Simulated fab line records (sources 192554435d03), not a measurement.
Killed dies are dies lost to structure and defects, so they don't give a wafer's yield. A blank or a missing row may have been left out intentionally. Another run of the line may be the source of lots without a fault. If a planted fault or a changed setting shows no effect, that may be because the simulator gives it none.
What tool caused it? + flow n5Finfet + 23 lots with 69 wafers sampled at 2 steps, on a route of 1938 steps

== WHAT EACH GAUGE READ, for each wafer ==
N5_MIM_BOT_LITHO_INSPECT_12: inspects for defects (macro).
| lot  | measured     | on               | rawDefectCount |
|------|--------------|------------------|----------------|
| L075 | day 12 10:02 | defectInspect-01 | 3 6 3          |
| L077 | day 12 19:14 | defectInspect-02 | 2 2 2          |
| L076 | day 13 17:24 | defectInspect-02 | 2 1 3          |
| L078 | day 13 21:26 | defectInspect-02 | 2 0 3          |
| L080 | day 13 23:10 | defectInspect-02 | 4 4 1          |
| L079 | day 14 01:09 | defectInspect-02 | 3 2 3          |
| L081 | day 14 10:48 | defectInspect-02 | 2 1 4          |
| L082 | day 15 01:46 | defectInspect-01 | 2 2 2          |
| L083 | day 15 09:09 | defectInspect-02 | 4 1 3          |
| L085 | day 15 16:30 | defectInspect-02 | 0 2 2          |
| L084 | day 16 03:08 | defectInspect-02 | 2 1 3          |
| L087 | day 16 10:02 | defectInspect-01 | 0 5 3          |
| L092 | day 16 15:10 | defectInspect-01 | 2 3 1          |
| L086 | day 16 15:07 | defectInspect-01 | 4 1 1          |
| L089 | day 17 00:11 | defectInspect-01 | 1 1 1          |
| L088 | day 17 07:10 | defectInspect-01 | 0 1 3          |
| L090 | day 17 09:42 | defectInspect-01 | 0 3 1          |
| L091 | day 17 13:54 | defectInspect-02 | 0 1 4          |
| L094 | day 17 20:50 | defectInspect-02 | 1 3 1          |
| L093 | day 17 20:59 | defectInspect-02 | 3 2 3          |
| L096 | day 17 21:11 | defectInspect-02 | 0 1 2          |
| L097 | day 18 10:38 | defectInspect-02 | 2 4 3          |
| L095 | day 19 10:34 | defectInspect-01 | 6 3 0          |

== EACH LOT AND THE TOOL THAT RAN IT (in order: tool; ch and the chambers of the sampled wafers; start) ==
| lot  | N5_MIM_TOP_LITHO_DESCUM_10        |
|------|-----------------------------------|
| L075 | rieDiel-04 ch 1,2,3, day 12 09:12 |
| L077 | rieDiel-05 ch 1,2,3, day 12 18:32 |
| L076 | rieDiel-05 ch 0,3, day 13 16:42   |
| L078 | rieDiel-04 ch 0,1,3, day 13 20:29 |
| L080 | rieDiel-01 ch 0,1,3, day 13 22:23 |
| L079 | rieDiel-05 ch 0,1,3, day 14 00:15 |
| L081 | rieDiel-05 ch 0,2,3, day 14 10:06 |
| L082 | rieDiel-05 ch 0,3, day 15 00:45   |
| L083 | rieDiel-01 ch 0,3, day 15 08:20   |
| L085 | rieDiel-05 ch 0,1, day 15 15:41   |
| L084 | rieDiel-01 ch 0,2,3, day 16 02:26 |
| L087 | rieDiel-04 ch 0,1, day 16 09:18   |
| L092 | rieDiel-04 ch 0,2,3, day 16 14:21 |
| L086 | rieDiel-05 ch 0,1,2, day 16 14:23 |
| L089 | rieDiel-01 ch 0,1,3, day 16 22:58 |
| L088 | rieDiel-05 ch 1,2,3, day 17 06:11 |
| L090 | rieDiel-04 ch 0,2,3, day 17 08:52 |
| L091 | rieDiel-01 ch 0,1,3, day 17 12:56 |
| L094 | rieDiel-01 ch 2,3, day 17 20:00   |
| L093 | rieDiel-05 ch 1,3, day 17 20:09   |
| L096 | rieDiel-04 ch 1,3, day 17 20:14   |
| L097 | rieDiel-04 ch 1,2,3, day 18 09:50 |
| L095 | rieDiel-01 ch 0,1, day 19 09:52   |
- N5_MIM_TOP_LITHO_DESCUM_10: chemistry O2, time 7.9 s.

== WHAT THE TOOLS THEMSELVES READ (means of the sampled wafers that have a number; where no wafer has one, the mark that the record gives instead) ==
N5_MIM_TOP_LITHO_DESCUM_10.
| lot  | tool       | chamberPressureMTorr (mTorr) | drypumpMotorCurrentA (A) | o2FlowSccm (sccm) | oesProductAu (a.u.) | rfVppV (V) | showerheadPlenumPTorr (Torr) | throttleValvePct (%) |
|------|------------|------------------------------|--------------------------|-------------------|---------------------|------------|------------------------------|----------------------|
| L075 | rieDiel-04 | 19.991                       | 6.1                      | 225.2             | 0.85                | 243.0      | 2.12                         | 20.34                |
| L077 | rieDiel-05 | 20.003                       | 5.6                      | 225.5             | 0.74                | 243.3      | 2.09                         | 20.73                |
| L076 | rieDiel-05 | 20.002                       | 5.4                      | 225.0             | 0.79                | 242.6      | 2.04                         | 20.74                |
| L078 | rieDiel-04 | 20.009                       | 6.1                      | 225.5             | 0.77                | 242.6      | 2.07                         | 20.34                |
| L080 | rieDiel-01 | 19.964                       | 5.5                      | 224.2             | 0.77                | 242.0      | 2.05                         | 20.45                |
| L079 | rieDiel-05 | 20.006                       | 5.2                      | 225.2             | 0.83                | 243.0      | 2.08                         | 20.63                |
| L081 | rieDiel-05 | 19.997                       | 5.5                      | 225.5             | 0.78                | 242.4      | 2.09                         | 20.70                |
| L082 | rieDiel-05 | 19.971                       | 5.1                      | 225.0             | 0.87                | 243.0      | 2.08                         | 20.59                |
| L083 | rieDiel-01 | 19.993                       | 5.2                      | 224.3             | 0.82                | 243.6      | 2.09                         | 20.31                |
| L085 | rieDiel-05 | 20.011                       | 4.9                      | 225.0             | 0.89                | 243.7      | 2.12                         | 20.47                |
| L084 | rieDiel-01 | 19.998                       | 5.6                      | 224.6             | 0.83                | 242.7      | 2.05                         | 20.40                |
| L087 | rieDiel-04 | 20.002                       | 5.8                      | 225.1             | 0.73                | 242.0      | 1.99                         | 20.35                |
| L092 | rieDiel-04 | 19.995                       | 6.2                      | 225.2             | 0.80                | 244.6      | 2.10                         | 20.34                |
| L086 | rieDiel-05 | 19.980                       | 5.3                      | 224.9             | 0.89                | 243.8      | 2.13                         | 20.47                |
| L089 | rieDiel-01 | 20.010                       | 5.5                      | 225.2             | 0.84                | 243.9      | 2.13                         | 20.35                |
| L088 | rieDiel-05 | 20.011                       | 5.6                      | 225.4             | 0.89                | 244.2      | 2.16                         | 20.51                |
| L090 | rieDiel-04 | 19.987                       | 6.2                      | 225.4             | 0.79                | 243.1      | 2.10                         | 20.34                |
| L091 | rieDiel-01 | 20.011                       | 5.5                      | 224.9             | 0.83                | 243.6      | 2.13                         | 20.36                |
| L094 | rieDiel-01 | 20.002                       | 5.7                      | 224.6             | 0.87                | 243.1      | 2.06                         | 20.28                |
| L093 | rieDiel-05 | 20.002                       | 5.4                      | 224.6             | 0.90                | 244.7      | 2.19                         | 20.58                |
| L096 | rieDiel-04 | 20.003                       | 6.0                      | 225.0             | 0.75                | 242.4      | 2.06                         | 20.44                |
| L097 | rieDiel-04 | 19.982                       | 6.1                      | 224.7             | 0.79                | 243.3      | 2.10                         | 20.41                |
| L095 | rieDiel-01 | 19.983                       | 5.8                      | 224.7             | 0.85                | 243.9      | 2.16                         | 20.40                |

== THE ANSWER, worked out from the rows above alone ==
Rule: the lots themselves supply what counts as usual. The widest of any qualifying gaps counts: lots, ordered by their means at a reading, are off when they make up no more than a third of the lots, leave a main group of 4 or more, and stand apart from it by 3 or more times the standard deviation of that group's means. Not used: any main group whose means are identical at the precision the tables above print for the reading. A lot without any number at a reading at which 4 lots or more have one is off too. Any other lot the step has rows for is counted as sound. First the gauges in route order, then the tools' own readings, where a lot's mean is used as printed above. The first step at which some lot is off is used, and at that step the reading that is off furthest; a lot without a number counts as furthest.
Across all readings shown, no lot is off: no conclusion can be drawn from this.

== WHAT THE SIMULATOR HAD INSERTED ==
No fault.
